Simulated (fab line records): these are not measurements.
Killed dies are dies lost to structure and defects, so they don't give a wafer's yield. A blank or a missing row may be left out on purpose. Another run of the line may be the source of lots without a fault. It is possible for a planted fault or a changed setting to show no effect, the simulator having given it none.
Matching of chambers / flow nand_harc / 4 sister chambers for NHARC_A_M1_ETCH_35 on rie_diel-01
The step etches the open film in N2/H2, target depth 40 nm, overetch 12 nm, time 43.94 s. 18 wafers are shown with their chamber, then 9 later ones without.

WAFERS WITH THEIR CHAMBER
wafer=L075.1; chamber=1; drypump_motor_current_A (A)=5.1; rf_vpp_V (V)=427.8; oes_product_au (a.u.)=0.995
wafer=L075.2; chamber=3; drypump_motor_current_A (A)=5.6; rf_vpp_V (V)=429.0; oes_product_au (a.u.)=0.989
wafer=L075.3; chamber=2; drypump_motor_current_A (A)=5.6; rf_vpp_V (V)=431.3; oes_product_au (a.u.)=0.995
wafer=L078.1; chamber=0; drypump_motor_current_A (A)=6.1; rf_vpp_V (V)=433.2; oes_product_au (a.u.)=1.010
wafer=L078.2; chamber=2; drypump_motor_current_A (A)=5.6; rf_vpp_V (V)=430.7; oes_product_au (a.u.)=1.005
wafer=L078.5; chamber=2; drypump_motor_current_A (A)=5.6; rf_vpp_V (V)=432.4; oes_product_au (a.u.)=1.004
wafer=L080.3; chamber=0; drypump_motor_current_A (A)=6.1; rf_vpp_V (V)=434.1; oes_product_au (a.u.)=0.995
wafer=L080.5; chamber=1; drypump_motor_current_A (A)=5.1; rf_vpp_V (V)=427.1; oes_product_au (a.u.)=0.996
wafer=L080.6; chamber=0; drypump_motor_current_A (A)=6.1; rf_vpp_V (V)=433.2; oes_product_au (a.u.)=1.005
wafer=L085.2; chamber=0; drypump_motor_current_A (A)=6.1; rf_vpp_V (V)=432.9; oes_product_au (a.u.)=1.005
wafer=L085.4; chamber=1; drypump_motor_current_A (A)=5.1; rf_vpp_V (V)=427.1; oes_product_au (a.u.)=0.994
wafer=L085.6; chamber=3; drypump_motor_current_A (A)=5.6; rf_vpp_V (V)=429.3; oes_product_au (a.u.)=1.000
wafer=L086.1; chamber=3; drypump_motor_current_A (A)=5.6; rf_vpp_V (V)=429.5; oes_product_au (a.u.)=0.989
wafer=L086.2; chamber=2; drypump_motor_current_A (A)=5.6; rf_vpp_V (V)=431.2; oes_product_au (a.u.)=1.009
wafer=L086.6; chamber=3; drypump_motor_current_A (A)=5.6; rf_vpp_V (V)=429.2; oes_product_au (a.u.)=0.997
wafer=L090.1; chamber=2; drypump_motor_current_A (A)=5.6; rf_vpp_V (V)=430.4; oes_product_au (a.u.)=0.996
wafer=L090.2; chamber=1; drypump_motor_current_A (A)=5.2; rf_vpp_V (V)=427.5; oes_product_au (a.u.)=0.990
wafer=L090.5; chamber=0; drypump_motor_current_A (A)=6.1; rf_vpp_V (V)=434.0; oes_product_au (a.u.)=1.005

SIGNATURES, as means of the wafers listed above
reading=drypump_motor_current_A; chamber 0=6.100; chamber 1=5.125; chamber 2=5.600; chamber 3=5.600; scatter within a chamber=0.0231
reading=rf_vpp_V; chamber 0=433.480; chamber 1=427.375; chamber 2=431.200; chamber 3=429.250; scatter within a chamber=0.532
reading=oes_product_au; chamber 0=1.00400; chamber 1=0.99375; chamber 2=1.00180; chamber 3=0.99375; scatter within a chamber=0.00523
Rule: a wafer lies at a distance from a chamber equal to the root of the sum of squares, over the readings, of (its reading less the chamber's mean, divided by the reading's scatter). If the next closest chamber is less than 2 further off than the closest, the wafer can't be placed; otherwise it belongs to the closest. How the scatter is found: for the shown wafers, subtract from each reading the mean of its chamber, square and add these, divide the total by (wafers less chambers), then take the root.

WAFERS WITH NO CHAMBER GIVEN
wafer=L091.1; drypump_motor_current_A (A)=6.1; rf_vpp_V (V)=434.5; oes_product_au (a.u.)=1.004
wafer=L091.5; drypump_motor_current_A (A)=5.1; rf_vpp_V (V)=426.9; oes_product_au (a.u.)=0.999
wafer=L091.6; drypump_motor_current_A (A)=6.1; rf_vpp_V (V)=434.1; oes_product_au (a.u.)=0.991
wafer=L092.1; drypump_motor_current_A (A)=5.6; rf_vpp_V (V)=426.3; oes_product_au (a.u.)=0.988
wafer=L092.2; drypump_motor_current_A (A)=5.6; rf_vpp_V (V)=430.0; oes_product_au (a.u.)=1.002
wafer=L092.5; drypump_motor_current_A (A)=5.1; rf_vpp_V (V)=428.5; oes_product_au (a.u.)=0.987
wafer=L097.1; drypump_motor_current_A (A)=6.1; rf_vpp_V (V)=433.7; oes_product_au (a.u.)=1.004
wafer=L097.3; drypump_motor_current_A (A)=5.6; rf_vpp_V (V)=427.0; oes_product_au (a.u.)=1.006
wafer=L097.6; drypump_motor_current_A (A)=5.1; rf_vpp_V (V)=428.9; oes_product_au (a.u.)=1.004

EACH ONE'S CHAMBER
wafer=L091.1; from the rows above=0; in truth=0
wafer=L091.5; from the rows above=1; in truth=1
wafer=L091.6; from the rows above=0; in truth=0
wafer=L092.1; from the rows above=3; in truth=3
wafer=L092.2; from the rows above=can't be placed: 3 or 2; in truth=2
wafer=L092.5; from the rows above=1; in truth=1
wafer=L097.1; from the rows above=0; in truth=0
wafer=L097.3; from the rows above=3; in truth=3
wafer=L097.6; from the rows above=1; in truth=1
Correct placement for 8 of the 9. From these rows, 1 cannot be placed; in 1 the true chamber is one of the candidates. Wrongly placed: 0.
